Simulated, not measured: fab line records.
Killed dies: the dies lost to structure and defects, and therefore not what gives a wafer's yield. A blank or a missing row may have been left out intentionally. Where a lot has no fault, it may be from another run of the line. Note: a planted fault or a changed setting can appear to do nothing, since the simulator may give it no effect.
Struck lot and sound lot, side by side || flow n5Finfet || 37 out of 1938 route steps
Sound: these wafers, L135.1, L135.2, L135.6. Wafers struck: L139.2, L139.3, L139.6. The cause is named last.
Each step with rows lists, per side, the tool, then ch with its chambers, then its first start. Under that, the readings that differ: sound wafers || struck wafers || difference of the means || sigmas: that difference in standard deviations of wafers without a fault.
alike: words and numbers the same on both sides, and readings whose means are apart by under 2 such deviations; not compared: readings that were withheld, readings missing a value for some wafer, numbers with overlapping values and no deviation given by the record, and bounds like >300 which may hide the same value.
A row with sigmas, a row that says differs or no value, or rows on one side alone: a step with any of these is where the two part. When numbers do not overlap yet have no deviation, they are printed without sigmas and do not part them. A reading that every wafer of one side lacks parts them only if that side has two wafers or more.

first, 8 steps without rows for these wafers: N5_BEOL_M5_ANNEAL_51 (time 90 s); N5_BEOL_M5_CMP_52 (polishes, stops on SiCOH lowk, t overpolish 6.9 s, target thk 62 nm); N5_BEOL_M5_PRE_CLEAN_77 (time 15 s); N5_BEOL_M5_CO_CAP_78 (material Co, precursor CCTBA/H2, target thk 2 nm, time 102.1 s); N5_BEOL_M5_PRE_CLEAN_55 (time 15 s); N5_BEOL_M5_DEP_56 (deposits SiCN from 3MS/NH3, target thk 8 nm, time 14 s); N5_BEOL_M6_ILD_DEP_00 (deposits SiCOH lowk from DEMS/porogen, target thk 179.75 nm, time 33.4 s); N5_BEOL_M6_CURE_74 (cures SiCOH lowk, time 240 s).
N5_BEOL_M6_PECVD_70: deposits SiO2 from TEOS/O2, target thk 20 nm, time 22.7 s.
  sound on pecvd-02 ch 1,2, day 9 03:52; struck on pecvd-02 ch 0,1,2, day 10 12:07
  alike: heaterPowerW, showerheadPlenumPTorr, throttleValvePct
then, 25 steps without rows for these wafers: N5_BEOL_M6_HM_DEP_02 (deposits TiN, target thk 20 nm); N5_BEOL_M6_COAT_59 (time 60 s, resist thk 100 nm); N5_BEOL_M6_COAT_60 (time 60 s, resist thk 35 nm); N5_BEOL_M6_COAT_05 (resist thk 90 nm); N5_BEOL_M6_EBR_07; N5_BEOL_M6_SOFTBAKE_06 (time 60 s); N5_BEOL_M6_EXPOSE_08 (exposes mask M6); N5_BEOL_M6_PEB_09 (peb time 60 s); N5_BEOL_M6_DEVELOP_10 (develop time 30 s); N5_BEOL_M6_DESCUM_16 (chemistry O2, time 7.9 s); N5_BEOL_M6_ETCH_61 (etches SiARC in CF4, target depth 45.5 nm, time 75.8 s); N5_BEOL_M6_ETCH_62 (etches SOC in N2/H2, target depth 110 nm, overetch 22 nm, time 165 s); N5_BEOL_M6_STRIP_68 (strips in N2/H2); N5_BEOL_M6_STRIP_67 (strips in CF4); N5_BEOL_M6_HM_OPEN_17 (chemistry Cl2/BCl3, target TiN, target depth 20 nm, overetch 6 nm); N5_BEOL_M6_STRIP_19 (strips in O2); N5_BEOL_M6_COAT_63 (time 60 s, resist thk 60 nm); N5_BEOL_M6_COAT_64 (time 60 s, resist thk 12 nm); N5_BEOL_M6_COAT_71 (time 60 s, resist thk 5 nm); N5_BEOL_M6_COAT_22 (resist thk 30 nm); N5_BEOL_M6_EBR_24; N5_BEOL_M6_SOFTBAKE_23 (time 60 s); N5_BEOL_M6_EXPOSE_25 (exposes mask V5, target cd 40 nm); N5_BEOL_M6_PEB_26 (peb time 60 s); N5_BEOL_M6_DEVELOP_27 (develop time 30 s).
N5_BEOL_M6_HM_STRIP_39: strips TiN in peroxide tin strip, target depth 25 nm, time 158 s.
  sound on wetBench-05 ch 1,2,3, day 9 09:55; struck on wetBench-06 ch 0,3,4, day 10 16:14
{"reading": "model.SiO2_of_BEOL_M6_PECVD_70.thkNm (nm)", "sound": "19.8 20 20", "struck": "40 39.6 40.8", "difference": "+20", "sigmas": ""}
  alike: tempC
N5_BEOL_M6_CMP_52: polishes, stops on SiCOH lowk, t overpolish 6.9 s, target thk 80 nm.
  sound on cmp-02 ch 1,3, day 9 13:03; struck on cmp-03 ch 0,1,3, day 10 18:36
{"reading": "barrierFieldEndpointS (s)", "sound": "29.0 28.7 28.6", "struck": "46.9 46.9 46.9", "difference": "+18.1", "sigmas": "+24"}
{"reading": "overpolishRunS (s)", "sound": "6.902 6.895 6.914", "struck": "0.030 0.045 0.038", "difference": -6.866, "sigmas": "-99 or more"}
{"reading": "timeToEndpointS (s)", "sound": "61 58 57", "struck": "68 68 72", "difference": "+11", "sigmas": "+3"}
  alike: headPressurePsi, motorCurrentA, platenRpm
N5_PASSIVATION_PROBE_49:
  sound wafers here have rows in the record (prober-01, day 12 23:38); struck ones have none

## WHERE THEY PART
Earliest at N5_BEOL_M6_CMP_52; latest, in this record, at N5_PASSIVATION_PROBE_49.

WHY: the cause the simulator had injected
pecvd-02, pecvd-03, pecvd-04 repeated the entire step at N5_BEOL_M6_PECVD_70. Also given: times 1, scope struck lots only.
